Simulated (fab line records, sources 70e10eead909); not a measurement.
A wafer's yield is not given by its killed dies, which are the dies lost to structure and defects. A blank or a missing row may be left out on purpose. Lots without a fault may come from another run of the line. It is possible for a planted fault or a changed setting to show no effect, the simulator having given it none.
fab line records	flow nand_harc	part 2 of 2: steps 28 to 35 of 35
record: lots: 5	wafers: 15	last_day: 32
route steps=1302 shown A_STAIRCASE@886 A_SGD_CUT@890
lots that met no fault: taken from a fault-free run of the same line
start_h: hours from the record's first day to the start of the lot's first wafer shown	wait_h: hours from the lot's prior step to this one	" unchanged from the row above	L1.1+2: a single row standing in for several wafers	- no value, or no start was given	* or withheld: withheld	< > ~ a bound
route shown NAME@n: names a module that has steps shown in the file, with the first one's number in the route	usual: mean/standard deviation of fault-free wafers	same: alike in all rows	chamber/n: place in a boat	sites: per-site readings	_std_site: how widely they spread, as a standard deviation	_edge_site: mean of outer sites minus mean of inner sites	radius_mm: for every site, how far away it sits from the centre of the wafer	mask NAME#n: copy n	behind: the most recent tool/chamber to have shaped the wafer	hold: reason for holding the lot/hours on hold/outcome of the hold	device: transistor that didn't switch, given as n, p or np	end of line: at the end of the route, the tests of the same wafers	a step with no rows: only its recipe	killed: the dies lost at the first sort to structure and to defects; this is not the yield of the wafer	map: the dies of a wafer, with x for killed, . for not killed, _ for no die there
set.NAME: the setting that was run; set.NAME@STEP: the one run at that earlier step	model.NAME: the simulator's own value behind a step, which no gauge read
a table for each step, a row for each wafer; lots at some steps of the route
services: the hour from which a tool's chamber was out of use, counted from the record's first day as start_h (under 0 if before that day), plus the number of hours and why
== steps ==
step: NHARC_A_SGD_CUT_ANNEAL_27
recipe: temp_c: 450	time_s: 1800
usual: zone_power_top_pct: 11.9/1.2
lot.wafer	tool	chamber	start_h	wait_h	zone_power_top_pct
L077.1	furnace-01	0	480.82	3.0	11.3
L077.2	"	0	"	"	11.0
L077.4	"	0	"	"	11.1
L083.4	furnace-01	0	520.73	3.9	11.4
L083.5	"	0	"	"	11.2
L083.6	"	0	"	"	11.3
L088.1	furnace-07	0	587.55	3.5	15.3
L088.2	"	0	"	"	15.1
L088.5	"	0	"	"	15.1
L095.1	furnace-03	0	657.52	3.0	11.6
L095.3	"	0	"	"	11.8
L095.6	"	0	"	"	11.7
L096.2	furnace-03	0	657.52	3.1	11.5
L096.3	"	0	"	"	11.3
L096.6	"	0	"	"	11.6
step: NHARC_A_SGD_CUT_CMP_21
recipe: target_thk_nm: 148.19
usual: motor_current_A: 11.9/1	retaining_ring_pressure_frac: 1.000/0.005	time_to_endpoint_s: 50.8/2.9
lot.wafer	tool	chamber	start_h	wait_h	motor_current_A	retaining_ring_pressure_frac	time_to_endpoint_s
L077.2	cmp-02	2	482.26	0.4	13.4	1.005	49.9
L077.1	"	3	"	"	10.8	1.005	48.4
L077.4	"	0	"	"	12.9	0.993	45.5
L083.4	cmp-03	1	522.21	0.4	11.5	0.999	44.2
L083.5	"	0	"	"	10.8	1.002	50.0
L083.6	"	1	"	"	12.4	0.996	47.9
L088.2	cmp-03	2	589.05	0.4	12.4	0.999	50.9
L088.1	"	0	"	"	10.9	0.997	47.0
L088.5	"	1	"	"	11.7	0.999	45.2
L096.3	cmp-02	2	658.98	0.4	13.4	0.998	51.0
L096.2	"	1	"	"	11.7	0.994	49.4
L096.6	"	3	"	"	11.4	0.996	48.1
L095.3	cmp-01	2	659.00	0.4	10.8	1.005	51.3
L095.1	"	0	"	"	11.0	1.002	50.9
L095.6	"	1	"	"	15.0	0.997	50.5
step: NHARC_A_SGD_CUT_THK_MEAS_22
recipe: thk_meas_gauge: ellipsometry
usual: thk_nm: 148.4/1.3
lot.wafer	tool	chamber	start_h	wait_h	thk_nm
L077.1	film_metro-02	-	482.51	0.2	147.0
L077.2	"	-	"	"	146.4
L077.4	"	-	"	"	147.1
L083.4	film_metro-02	-	522.44	0.2	146.9
L083.5	"	-	"	"	146.8
L083.6	"	-	"	"	147.7
L088.1	film_metro-02	-	589.28	0.2	148.7
L088.2	"	-	"	"	147.8
L088.5	"	-	"	"	146.5
L095.1	film_metro-01	-	659.23	0.2	149.5
L095.3	"	-	"	"	149.0
L095.6	"	-	"	"	147.1
L096.2	film_metro-02	-	659.23	0.2	147.2
L096.3	"	-	"	"	149.8
L096.6	"	-	"	"	149.2
step: NHARC_A_SGD_CUT_SRD_23
lot.wafer	tool	chamber	start_h	wait_h
L077.2+1+4	wet_bench-02	1,2,3	482.56	0.1
L083.5+6+4	wet_bench-03	6,7,2	522.49	0.0
L088.1+2+5	wet_bench-02	6,0,1	589.32	0.0
L095.3+1+6	wet_bench-03	6,7,1	659.27	0.0
L096.6+2+3	wet_bench-02	6,7,1	659.28	0.0
step: NHARC_A_SGD_CUT_ETCH_26
recipe: target_depth_a: 458	chemistry: dHF	material: SiO2
lot.wafer	tool	chamber	start_h	wait_h
L077.2+1+4	wet_bench-02	1,2,3	482.59	0.0
L083.5+6+4	wet_bench-03	6,7,2	522.51	0.0
L088.1+2+5	wet_bench-02	6,0,1	589.34	0.0
L095.3+1+6	wet_bench-03	6,7,1	659.30	0.0
L096.6+2+3	wet_bench-02	6,7,1	659.31	0.0
step: NHARC_A_SGD_CUT_ETCHBACK_24
recipe: target_depth_a: 500	over_etch_frac: 0.3	time_s: 92.857	ion_energy_ev: 120	ch3f_flow_sccm: 50	o2_flow_sccm: 30	ar_flow_sccm: 200	rf_w: 500	bias_w: 100	chemistry: CH3F/O2
usual: bias_w: 99.98/0.28	drypump_motor_current_A: 5.6/0.36	o2_flow_sccm: 29.99/0.089	oes_product_au: 0.97/0.034	rf_vpp_V: 243.9/1.7	showerhead_plenum_p_Torr: 2.44/0.11	throttle_valve_pct: 20.663/0.0091
lot.wafer	tool	chamber	start_h	wait_h	bias_w	drypump_motor_current_A	o2_flow_sccm	oes_product_au	rf_hours_counter_h	rf_vpp_V	showerhead_plenum_p_Torr	throttle_valve_pct
L077.1	rie_diel-09	3	482.74	0.1	100.19	5.1	30.04	0.99	11	242.5	2.38	20.665
L077.4	"	0	"	"	99.85	5.3	29.95	1.01	11	242.9	2.30	20.672
L077.2	"	1	"	"	100.20	5.4	29.99	0.99	11	244.6	2.49	20.665
L083.4	rie_diel-09	2	522.68	0.1	100.21	5.9	30.04	0.94	0	243.8	2.47	20.663
L083.5	"	1	"	"	100.31	5.4	29.97	0.95	-	244.1	2.49	20.659
L083.6	"	2	"	"	99.90	5.9	30.07	0.95	-	244.5	2.47	20.669
L088.2	rie_diel-10	0	589.50	0.1	100.32	5.6	29.86	1.01	15	241.4	2.40	20.670
L088.1	"	3	"	"	100.13	5.6	29.98	1.01	15	241.3	2.28	20.663
L088.5	"	1	"	"	99.98	5.3	29.96	1.00	-	246.3	2.60	20.652
L095.1	rie_diel-10	3	659.45	0.1	99.70	5.6	30.11	0.98	5	242.4	2.28	20.659
L095.3	"	2	"	"	100.21	5.8	29.92	0.97	5	245.3	2.49	20.657
L095.6	"	3	"	"	100.26	5.6	30.14	0.98	-	241.2	2.28	20.664
L096.2	rie_diel-09	3	659.46	0.1	100.10	5.1	29.97	0.98	8	242.8	2.38	20.664
L096.3	"	0	"	"	100.13	5.3	29.90	1.00	8	240.9	2.30	20.658
L096.6	"	3	"	"	99.87	5.1	29.94	0.98	-	242.3	2.38	20.661
step: NHARC_A_SGD_CUT_STRIP_28
recipe: time_s: 20	o2_flow_sccm: 500	ar_flow_sccm: 0	bias_w: 0	chemistry: O2
usual: drypump_motor_current_A: 5.7/0.38	o2_flow_sccm: 499.9/1.5	oes_product_au: 1.001/0.01	rf_vpp_V: 57.8/0.72	showerhead_plenum_p_Torr: 3.51/0.15	throttle_valve_pct: 17.037/0.0091
same: bias_w: 0
lot.wafer	tool	chamber	start_h	wait_h	drypump_motor_current_A	o2_flow_sccm	oes_product_au	rf_hours_counter_h	rf_vpp_V	showerhead_plenum_p_Torr	throttle_valve_pct
L077.1	rie_diel-09	0	-	-	5.3	499.9	1.001	11	57.2	3.31	17.025
L077.2	"	2	"	"	5.9	502.6	0.984	7	57.7	3.54	17.037
L077.4	"	3	"	"	5.0	502.0	0.987	11	56.4	3.42	17.049
L083.4	rie_diel-09	0	-	-	5.3	499.9	1.018	0	57.9	3.31	17.039
L083.5	"	2	"	"	5.9	498.6	1.005	-	57.6	3.54	17.040
L083.6	"	3	"	"	5.1	500.8	0.995	-	58.4	3.42	17.048
L088.2	rie_diel-10	1	-	-	5.3	499.5	1.000	14	59.0	3.73	17.037
L088.1	"	3	"	"	5.6	500.2	1.001	15	57.0	3.28	17.037
L088.5	"	2	"	"	5.8	500.0	1.002	-	57.7	3.58	17.038
L095.1	rie_diel-10	1	-	-	5.3	501.8	1.018	5	58.9	3.73	17.043
L095.3	"	0	"	"	5.7	499.9	1.003	5	57.6	3.45	17.037
L095.6	"	2	"	"	5.8	499.4	0.983	-	58.4	3.58	17.032
L096.3	rie_diel-09	2	-	-	5.9	498.1	0.999	7	57.8	3.54	17.031
L096.2	"	3	"	"	5.1	501.6	0.991	8	58.2	3.42	17.027
L096.6	"	3	"	"	5.1	499.0	0.989	-	59.2	3.42	17.042
step: NHARC_A_SGD_CUT_INSPECT_25
usual: raw_defect_count: 363/81
lot.wafer	tool	chamber	start_h	wait_h	raw_defect_count
L077.1	defect_inspect-02	-	482.97	-	242
L077.2	"	-	"	"	223
L077.4	"	-	"	"	264
L083.4	defect_inspect-01	-	522.91	-	297
L083.5	"	-	"	"	279
L083.6	"	-	"	"	285
L088.1	defect_inspect-02	-	589.74	-	610
L088.2	"	-	"	"	383
L088.5	"	-	"	"	485
L095.1	defect_inspect-02	-	659.69	-	380
L095.3	"	-	"	"	276
L095.6	"	-	"	"	353
L096.2	defect_inspect-01	-	659.70	-	324
L096.3	"	-	"	"	326
L096.6	"	-	"	"	399
== services ==
tool	chamber	start_h	hours	kind
arfi_scanner-02	-	455.63	3.9	repair
cmp-01	-	457.19	2.1	repair
cmp-01	-	479.56	4.0	pm
rie_diel-09	0	479.96	2.4	repair
rie_diel-10	2	482.92	7.6	repair
rie_diel-09	1	486.51	19.7	repair
arfi_scanner-02	-	496.49	4.0	pm
rie_diel-09	-	497.25	9.0	pm
litho_track-01	-	505.00	7.0	pm
pecvd-04	1	516.84	3.2	repair
rie_diel-13	-	519.00	9.0	pm
cmp-01	-	524.49	0.8	repair
wet_bench-09	-	528.80	8.0	pm
litho_track-06	-	529.00	7.0	pm
fcvd-01	-	547.00	13.0	pm
litho_track-04	-	553.00	7.0	pm
wet_bench-03	-	562.40	8.0	pm
cmp-01	-	577.56	4.0	pm
wet_bench-02	-	596.00	8.0	pm
rie_diel-10	-	596.51	9.0	pm
fcvd-01	-	611.66	1.3	repair
rie_diel-09	1	616.51	4.3	repair
rie_diel-09	-	622.64	4.1	repair
cmp-01	-	656.76	1.3	repair
